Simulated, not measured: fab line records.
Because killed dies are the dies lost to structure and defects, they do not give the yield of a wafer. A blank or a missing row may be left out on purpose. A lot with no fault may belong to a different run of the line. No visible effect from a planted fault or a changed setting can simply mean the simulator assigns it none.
fab line records | flow nand_harc
record: lots: 6 | wafers: 18 | last_day: 33
route steps=1302 shown A_BONDPAD@1217
lots with no fault: from the same line, run without faults
start_h: the number of hours between the record's first day and the start of the first shown wafer of the lot | wait_h: hours elapsed since this lot's preceding step | " the same as in the row above | L1.1+2: several wafers, shown together as one row | - either no value or no given start | * or withheld: withheld | < > ~ a bound
route shown NAME@n: names a module that has steps shown in the file, with the first one's number in the route | usual: the fault-free wafers' mean and standard deviation | same: alike in all rows | chamber/n: place in a boat | sites: readings site by site | _std_site: their standard deviation | _edge_site: mean of outer sites minus mean of inner sites | radius_mm: how far each site lies from the wafer's centre | mask NAME#n: copy n | behind: the tool/chamber that last shaped the wafer | hold: cause of the lot's hold/its duration in hours/its outcome | device: which transistor (n, p or np) failed to switch | end of line: the route-end tests of the same wafers | a step given without rows: its recipe and nothing more | killed: count of dies lost to structure and defects at first sort (not the wafer's yield) | map: per-die view of a wafer (x killed, . not killed, _ where there is no die)
set.NAME: the setting as run; set.NAME@STEP: as run at that earlier step | model.NAME: the simulator's own value behind a step, which no gauge read
certain route steps with their lots: each step a table, each wafer a row
services: a tool's chamber out of use, with start hour (start_h, from the record's first day; less than 0 if before it), hours out, and reason
== steps ==
step: NHARC_A_BONDPAD_HARDBAKE_10
recipe: temp_c: 118 | time_s: 65
step: NHARC_A_BONDPAD_DESCUM_11
recipe: time_s: 3 | o2_flow_sccm: 200 | ar_flow_sccm: 0 | bias_power_w: 0 | chemistry: O2
usual: drypump_motor_current_A: 5.6/0.58 | o2_flow_sccm: 200.0/0.67 | oes_product_au: 0.998/0.0066 | rf_vpp_V: 57.9/0.89 | showerhead_plenum_p_Torr: 1.91/0.092 | throttle_valve_pct: 11.312/0.0088
lot.wafer | tool        | chamber | start_h | wait_h | drypump_motor_current_A | o2_flow_sccm | oes_product_au | rf_hours_counter_h | rf_vpp_V | showerhead_plenum_p_Torr | throttle_valve_pct
L845.1    | rie_diel-03 | 0       | 549.78  | -      | 5.3                     | 201.2        | 1.000          | 11                 | 57.7     | 1.77                     | 11.301
L845.3    | "           | 1       | "       | "      | 5.4                     | 200.6        | 1.006          | 13                 | 58.7     | 2.00                     | 11.306
L845.6    | "           | 1       | "       | "      | 5.4                     | 200.9        | 0.999          | -                  | 58.5     | 2.00                     | 11.308
L852.2    | rie_diel-04 | 0       | 633.19  | -      | 4.9                     | 200.2        | 0.996          | 2                  | 57.0     | 1.97                     | 11.326
L852.4    | "           | 2       | "       | "      | 6.5                     | 199.7        | 0.994          | 2                  | 59.4     | 2.05                     | 11.325
L852.6    | "           | 0       | "       | "      | 4.9                     | 199.7        | 0.996          | -                  | 58.0     | 1.97                     | 11.316
L854.2    | rie_diel-04 | 3       | 651.53  | -      | 5.6                     | 199.8        | 1.005          | 3                  | 58.3     | 1.89                     | 11.321
L854.4    | "           | 0       | "       | "      | 4.9                     | 200.6        | 0.990          | -                  | 56.3     | 1.97                     | 11.312
L854.5    | "           | 2       | "       | "      | 6.5                     | 198.8        | 1.004          | -                  | 57.5     | 2.05                     | 11.315
L861.4    | rie_diel-04 | 1       | 703.53  | -      | 5.1                     | 199.1        | 0.996          | 4                  | 58.4     | 1.81                     | 11.308
L861.3    | "           | 2       | "       | "      | 6.5                     | 199.9        | 1.007          | 4                  | 59.6     | 2.05                     | 11.310
L861.1    | "           | 3       | "       | "      | 5.7                     | 200.2        | 1.007          | 4                  | 56.7     | 1.89                     | 11.298
L860.1    | rie_diel-03 | 0       | 711.15  | -      | 5.3                     | 200.2        | 1.000          | 13                 | 60.0     | 2.07                     | 11.309
L860.5    | "           | 3       | "       | "      | 5.9                     | 200.7        | 1.009          | -                  | 57.6     | 1.83                     | 11.304
L860.4    | "           | 0       | "       | "      | 5.3                     | 200.3        | 0.991          | -                  | 56.8     | 2.07                     | 11.314
L865.4    | rie_diel-04 | 2       | 752.64  | -      | 6.5                     | 200.1        | 0.998          | 1                  | 58.1     | 2.05                     | 11.309
L865.1    | "           | 0       | "       | "      | 4.9                     | 199.4        | 0.995          | 0                  | 57.5     | 1.97                     | 11.319
L865.6    | "           | 2       | "       | "      | 6.5                     | 199.9        | 0.990          | -                  | 58.1     | 2.05                     | 11.307
step: NHARC_A_BONDPAD_ETCH_34
recipe: target_depth_a: 600 | overetch_a: 180 | time_s: 65.91 | ion_energy_ev: 200 | n2_flow_sccm: 150 | h2_flow_sccm: 150 | ar_flow_sccm: 0 | rf_w: 400 | bias_w: 150 | chemistry: N2/H2
usual: bias_w: 150.0/0.44 | drypump_motor_current_A: 5.6/0.58 | oes_product_au: 0.999/0.0071 | rf_vpp_V: 430.4/2.9 | showerhead_plenum_p_Torr: 2.04/0.099 | throttle_valve_pct: 14.171/0.0084
lot.wafer | tool        | chamber | start_h | wait_h | bias_w | drypump_motor_current_A | oes_product_au | rf_hours_counter_h | rf_vpp_V | showerhead_plenum_p_Torr | throttle_valve_pct
L845.1    | rie_diel-03 | 2       | 549.88  | 0.1    | 150.3  | 6.3                     | 1.006          | 13                 | 429.6    | 2.05                     | 14.174
L845.3    | "           | 0       | "       | "      | 150.1  | 5.3                     | 0.996          | 11                 | 423.9    | 1.88                     | 14.171
L845.6    | "           | 2       | "       | "      | 150.1  | 6.3                     | 1.007          | -                  | 431.1    | 2.05                     | 14.171
L852.2    | rie_diel-04 | 2       | 633.29  | 0.1    | 150.6  | 6.5                     | 1.002          | 2                  | 433.7    | 2.19                     | 14.159
L852.4    | "           | 3       | "       | "      | 149.3  | 5.6                     | 1.007          | 2                  | 429.3    | 2.02                     | 14.167
L852.6    | "           | 2       | "       | "      | 149.8  | 6.5                     | 0.999          | -                  | 434.4    | 2.19                     | 14.162
L854.2    | rie_diel-04 | 2       | 651.64  | 0.1    | 149.8  | 6.5                     | 1.007          | 3                  | 434.6    | 2.19                     | 14.163
L854.5    | "           | 0       | "       | "      | 149.3  | 4.9                     | 0.996          | -                  | 432.7    | 2.10                     | 14.167
L854.4    | "           | 2       | "       | "      | 149.6  | 6.5                     | 1.006          | -                  | 433.9    | 2.19                     | 14.155
L861.4    | rie_diel-04 | 0       | 703.61  | 0.1    | 150.1  | 4.9                     | 1.002          | 4                  | 432.2    | 2.10                     | 14.180
L861.3    | "           | 1       | "       | "      | 149.8  | 5.1                     | 1.009          | 4                  | 427.7    | 1.92                     | 14.169
L861.1    | "           | 3       | "       | "      | 149.8  | 5.6                     | 0.992          | 4                  | 428.8    | 2.02                     | 14.170
L860.4    | rie_diel-03 | 2       | 711.28  | 0.1    | 149.6  | 6.3                     | 1.016          | 14                 | 431.6    | 2.04                     | 14.168
L860.1    | "           | 0       | "       | "      | 150.1  | 5.3                     | 1.013          | 13                 | 435.7    | 2.21                     | 14.182
L860.5    | "           | 3       | "       | "      | 150.1  | 5.9                     | 1.016          | -                  | 428.4    | 1.95                     | 14.166
L865.1    | rie_diel-04 | 0       | 752.71  | 0.1    | 150.3  | 4.9                     | 1.008          | 1                  | 432.1    | 2.10                     | 14.165
L865.4    | "           | 3       | "       | "      | 149.9  | 5.6                     | 1.001          | 1                  | 430.6    | 2.02                     | 14.166
L865.6    | "           | 0       | "       | "      | 150.5  | 4.9                     | 1.005          | -                  | 433.4    | 2.10                     | 14.177
step: NHARC_A_BONDPAD_ETCH_12
recipe: target_depth_a: 2200 | time_s: 110 | chf3_flow_sccm: 50 | o2_flow_sccm: 10 | ar_flow_sccm: 200 | rf_w: 500 | bias_w: 200 | chemistry: CHF3/O2
step: NHARC_A_BONDPAD_CD_MEAS_13
usual: cd_nm: 499.2/1.3
lot.wafer | tool      | chamber | start_h | wait_h | cd_nm
L845.1    | cd_sem-01 | -       | 550.10  | -      | 496.3
L845.3    | "         | -       | "       | "      | 501.1
L845.6    | "         | -       | "       | "      | 500.5
L852.2    | cd_sem-01 | -       | 633.51  | -      | 498.2
L852.4    | "         | -       | "       | "      | 502.2
L852.6    | "         | -       | "       | "      | 498.7
L854.2    | cd_sem-03 | -       | 651.90  | -      | 499.5
L854.4    | "         | -       | "       | "      | 500.9
L854.5    | "         | -       | "       | "      | 500.5
L861.1    | cd_sem-01 | -       | 703.84  | -      | 498.8
L861.3    | "         | -       | "       | "      | 497.7
L861.4    | "         | -       | "       | "      | 499.6
L860.1    | cd_sem-03 | -       | 711.52  | -      | 500.1
L860.4    | "         | -       | "       | "      | 501.8
L860.5    | "         | -       | "       | "      | 500.2
L865.1    | cd_sem-01 | -       | 752.94  | -      | 497.0
L865.4    | "         | -       | "       | "      | 499.7
L865.6    | "         | -       | "       | "      | 501.0
step: NHARC_A_BONDPAD_STRIP_15
recipe: o2_flow_sccm: 500 | ar_flow_sccm: 0 | bias_w: 0 | chemistry: O2
usual: drypump_motor_current_A: 5.6/0.57 | o2_flow_sccm: 500.0/1.5 | oes_product_au: 0.998/0.0083 | rf_vpp_V: 57.8/0.98 | showerhead_plenum_p_Torr: 3.55/0.16 | throttle_valve_pct: 17.036/0.0093
same: bias_w: 0
lot.wafer | tool        | chamber | start_h | wait_h | drypump_motor_current_A | o2_flow_sccm | oes_product_au | rf_hours_counter_h | rf_vpp_V | showerhead_plenum_p_Torr | throttle_valve_pct
L845.1    | rie_diel-04 | 3       | 550.19  | 0.1    | 5.6                     | 499.9        | 0.988          | 0                  | 59.5     | 3.49                     | 17.044
L845.3    | "           | 0       | "       | "      | 4.9                     | 501.1        | 0.992          | 0                  | 58.3     | 3.62                     | 17.045
L845.6    | "           | 2       | "       | "      | 6.5                     | 500.5        | 0.993          | -                  | 58.2     | 3.77                     | 17.020
L852.2    | rie_diel-04 | 0       | 633.59  | 0.1    | 4.9                     | 501.2        | 0.987          | 2                  | 59.4     | 3.62                     | 17.042
L852.4    | "           | 2       | "       | "      | 6.5                     | 499.0        | 0.986          | 3                  | 58.2     | 3.77                     | 17.037
L852.6    | "           | 1       | "       | "      | 5.0                     | 497.7        | 0.999          | -                  | 57.4     | 3.35                     | 17.044
L854.2    | rie_diel-04 | 3       | 651.99  | 0.1    | 5.6                     | 500.7        | 0.992          | 3                  | 57.8     | 3.49                     | 17.030
L854.5    | "           | 2       | "       | "      | 6.5                     | 497.8        | 0.991          | -                  | 57.1     | 3.77                     | 17.036
L854.4    | "           | 3       | "       | "      | 5.6                     | 496.8        | 0.991          | -                  | 57.6     | 3.49                     | 17.021
L861.1    | rie_diel-03 | 0       | 703.92  | 0.1    | 5.3                     | 499.5        | 0.999          | 11                 | 58.3     | 3.80                     | 17.018
L861.3    | "           | 3       | "       | "      | 5.9                     | 500.7        | 1.010          | 11                 | 56.3     | 3.39                     | 17.040
L861.4    | "           | 2       | "       | "      | 6.3                     | 499.4        | 1.001          | -                  | 59.2     | 3.53                     | 17.029
L860.4    | rie_diel-13 | 3       | 711.59  | 0.1    | 5.2                     | 497.4        | 0.979          | 2                  | 58.4     | 3.34                     | 17.034
L860.1    | "           | 1       | "       | "      | 5.3                     | 498.3        | 0.996          | 2                  | 56.7     | 3.68                     | 17.030
L860.5    | "           | 3       | "       | "      | 5.3                     | 498.5        | 0.975          | -                  | 56.9     | 3.34                     | 17.036
L865.1    | rie_diel-04 | 1       | 753.04  | 0.1    | 5.1                     | 501.8        | 0.993          | 1                  | 55.8     | 3.35                     | 17.034
L865.4    | "           | 2       | "       | "      | 6.5                     | 499.6        | 1.009          | 1                  | 58.5     | 3.77                     | 17.051
L865.6    | "           | 1       | "       | "      | 5.1                     | 500.6        | 0.987          | -                  | 58.0     | 3.35                     | 17.051
step: NHARC_A_BONDPAD_ETCH_24
recipe: target_depth_a: 300 | over_etch_frac: 0.3 | time_s: 72.99 | ion_energy_ev: 150 | cf4_flow_sccm: 50 | n2_flow_sccm: 100 | ar_flow_sccm: 150 | rf_w: 300 | bias_w: 100 | chemistry: CF4/N2
step: NHARC_A_BONDPAD_STRIP_16
recipe: time_s: 600 | temp_c: 30 | chemistry: post_etch_residue_remover
step: NHARC_A_BONDPAD_DEGAS_25
recipe: temp_c: 300 | time_s: 60
step: NHARC_A_BONDPAD_PRE_CLEAN_26
recipe: time_s: 30 | temp_c: 280 | gas: H2/He
step: NHARC_A_BONDPAD_PVD_17
recipe: target_thk_a: 50 | bias_v: 168.6 | power_w: 15000 | chamber_pressure_pa: 0.12 | time_s: 8.06 | substrate_temp_c: 50 | material: TaN
usual: throttle_valve_pct: 30.2/1.4
lot.wafer | tool           | chamber | start_h | wait_h | throttle_valve_pct
L845.1    | pvd_sputter-03 | -       | -       | -      | 30.3
L845.3    | "              | -       | "       | "      | 29.7
L845.6    | "              | -       | "       | "      | 29.0
L852.2    | pvd_sputter-02 | -       | -       | -      | 28.0
L852.4    | "              | -       | "       | "      | 29.9
L852.6    | "              | -       | "       | "      | 31.2
L854.2    | pvd_sputter-03 | -       | -       | -      | 29.6
L854.4    | "              | -       | "       | "      | 28.4
L854.5    | "              | -       | "       | "      | 29.5
L861.4    | pvd_sputter-02 | -       | -       | -      | 29.8
L861.3    | "              | -       | "       | "      | 28.6
L861.1    | "              | -       | "       | "      | 31.7
L860.1    | pvd_sputter-01 | -       | -       | -      | 31.0
L860.4    | "              | -       | "       | "      | 30.8
L860.5    | "              | -       | "       | "      | 29.1
L865.1    | pvd_sputter-01 | -       | -       | -      | 29.2
L865.4    | "              | -       | "       | "      | 30.8
L865.6    | "              | -       | "       | "      | 29.1
step: NHARC_A_BONDPAD_PVD_27
recipe: target_thk_a: 300 | chamber_pressure_pa: 5 | power_w: 5000 | substrate_temp_c: 30 | time_s: 20.49 | material: Cu
step: NHARC_A_BONDPAD_ECD_18
recipe: target_thk_a: 4000 | bath_temp_c: 25 | material: Cu
usual: bath_heat_duty_pct: 6.4/0.9 | bath_temp_c: 25.00/0.1
lot.wafer | tool      | chamber | start_h | wait_h | bath_heat_duty_pct | bath_temp_c
L845.1    | ecd_cu-02 | 0       | 551.15  | -      | 5.5                | 25.00
L845.3    | "         | 0       | "       | "      | 5.6                | 25.08
L845.6    | "         | 1       | "       | "      | 8.3                | 25.02
L852.2    | ecd_cu-01 | 0       | 634.54  | -      | -                  | -
L852.4    | "         | 0       | "       | "      | -                  | -
L852.6    | "         | 1       | "       | "      | -                  | -
L854.2    | ecd_cu-02 | 0       | 653.05  | -      | -                  | -
L854.4    | "         | 0       | "       | "      | -                  | -
L854.5    | "         | 0       | "       | "      | -                  | -
L861.1    | ecd_cu-01 | 1       | 704.87  | -      | 5.8                | 25.09
L861.3    | "         | 1       | "       | "      | 6.2                | 25.13
L861.4    | "         | 0       | "       | "      | 7.4                | 24.81
L860.1    | ecd_cu-01 | 1       | 712.50  | -      | 5.6                | 25.00
L860.4    | "         | 1       | "       | "      | 6.2                | 25.02
L860.5    | "         | 1       | "       | "      | 5.8                | 25.11
L865.1    | ecd_cu-01 | 1       | 753.93  | -      | 5.9                | 24.96
L865.4    | "         | 0       | "       | "      | 6.0                | 25.16
L865.6    | "         | 1       | "       | "      | 6.2                | 24.94
step: NHARC_A_BONDPAD_ANNEAL_28
recipe: temp_c: 225 | time_s: 90
usual: wafer_temp_C_max: 226.3/0.42
lot.wafer | tool          | chamber | start_h | wait_h | wafer_temp_C_max
L845.1    | rtp_anneal-02 | 0       | 551.52  | 0.3    | 226.3
L845.3    | "             | 0       | "       | "      | 226.2
L845.6    | "             | 0       | "       | "      | 225.9
L852.2    | rtp_anneal-01 | 0       | 634.92  | 0.3    | 226.4
L852.4    | "             | 0       | "       | "      | 226.3
L852.6    | "             | 0       | "       | "      | 226.8
L854.2    | rtp_anneal-01 | 0       | 653.43  | 0.3    | 227.0
L854.4    | "             | 0       | "       | "      | 226.9
L854.5    | "             | 0       | "       | "      | 226.5
L861.1    | rtp_anneal-01 | 0       | 705.24  | -      | 226.4
L861.3    | "             | 0       | "       | "      | 226.3
L861.4    | "             | 0       | "       | "      | 226.5
L860.1    | rtp_anneal-01 | 0       | 712.88  | -      | 226.0
L860.4    | "             | 0       | "       | "      | 226.3
L860.5    | "             | 0       | "       | "      | 226.1
L865.1    | rtp_anneal-01 | 0       | 754.31  | 0.3    | 226.3
L865.4    | "             | 0       | "       | "      | 226.4
L865.6    | "             | 0       | "       | "      | 226.5
step: NHARC_A_BONDPAD_CMP_19
recipe: t_overpolish_s: 30 | cu_recess_touch_s: 16 | target_thk_nm: 169.82
step: NHARC_A_BONDPAD_THK_MEAS_20
recipe: thk_meas_gauge: xrf
usual: thk_nm: 169.9/1.5
lot.wafer | tool          | chamber | start_h | wait_h | thk_nm
L845.1    | film_metro-01 | -       | 552.19  | -      | 171.7
L845.3    | "             | -       | "       | "      | 165.8
L845.6    | "             | -       | "       | "      | 168.8
L852.2    | film_metro-01 | -       | 635.54  | -      | 31.8
L852.4    | "             | -       | "       | "      | 28.8
L852.6    | "             | -       | "       | "      | 30.5
L854.2    | film_metro-02 | -       | 654.07  | -      | 29.1
L854.4    | "             | -       | "       | "      | 29.2
L854.5    | "             | -       | "       | "      | 29.9
L861.1    | film_metro-01 | -       | 705.92  | -      | 168.1
L861.3    | "             | -       | "       | "      | 169.5
L861.4    | "             | -       | "       | "      | 168.1
L860.1    | film_metro-01 | -       | 713.54  | -      | 169.5
L860.4    | "             | -       | "       | "      | 170.3
L860.5    | "             | -       | "       | "      | 168.2
L865.1    | film_metro-02 | -       | 754.99  | -      | 171.1
L865.4    | "             | -       | "       | "      | 171.8
L865.6    | "             | -       | "       | "      | 169.9
step: NHARC_A_BONDPAD_SRD_21
recipe: time_s: 30 | temp_c: 23 | dry_time_s: 20 | spin_rpm: 1500
== services ==
tool           | chamber | start_h | hours | kind
pvd_sputter-03 | -       | 526.00  | 10.0  | pm
ecd_cu-02      | -       | 531.78  | 2.8   | repair
rie_diel-04    | -       | 531.95  | 9.0   | pm
pvd_sputter-02 | -       | 550.72  | 7.4   | repair
rie_diel-03    | 2       | 570.50  | 5.3   | repair
rie_diel-03    | 1       | 580.94  | 8.3   | repair
pvd_sputter-01 | -       | 582.28  | 10.0  | pm
ecd_cu-02      | -       | 596.27  | 8.0   | pm
pvd_sputter-03 | -       | 600.04  | 2.2   | repair
pvd_sputter-03 | -       | 618.08  | 0.6   | repair
pvd_sputter-02 | -       | 638.02  | 10.0  | pm
rie_diel-04    | 1       | 644.05  | 14.2  | repair
ecd_cu-01      | -       | 647.52  | 0.3   | repair
pvd_sputter-02 | -       | 652.07  | 4.9   | repair
rie_diel-13    | 0       | 652.35  | 1.4   | repair
rie_diel-13    | 1       | 674.59  | 5.0   | repair
ecd_cu-01      | -       | 688.00  | 8.0   | pm
pvd_sputter-03 | -       | 691.09  | 7.9   | repair
rie_diel-03    | 1       | 695.26  | 15.9  | repair
rie_diel-13    | -       | 697.02  | 9.0   | pm
pvd_sputter-03 | -       | 704.00  | 10.0  | pm
rie_diel-04    | -       | 708.95  | 9.0   | pm
rie_diel-03    | 3       | 722.19  | 18.0  | repair
rie_diel-13    | 2       | 735.85  | 6.5   | repair
== key ==
first_sign: step: NHARC_A_BONDPAD_ECD_18 | reading: tool_record | direction: missing
effect: step: NHARC_A_BONDPAD_THK_MEAS_20 | reading: thk_nm | direction: down | sigmas: 93 | usual: 169.9 | struck: 29.9
met_at NHARC_A_BONDPAD_ECD_18
struck_wafers L852.2,L852.4,L852.6,L854.2,L854.4,L854.5
later_rows_left_out L852.2,L852.4,L852.6,L854.2,L854.4,L854.5
sort_left_out L852.2,L852.4,L852.6,L854.2,L854.4,L854.5
onset_between 551.15 634.54
fault: kind: skipped_step_whole | tool: ecd_cu-01,ecd_cu-02 | chamber: - | onset_h: 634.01 | steps: NHARC_A_BONDPAD_ECD_18 | scope: struck_lots_only
sort_left_out: the simulated sort isn't trusted on such a fault, so these wafers' sort isn't shown, and their yield isn't known
later_rows_left_out: the simulator's readings of these wafers behind a module that went badly wrong aren't trusted and aren't shown, but for the sort
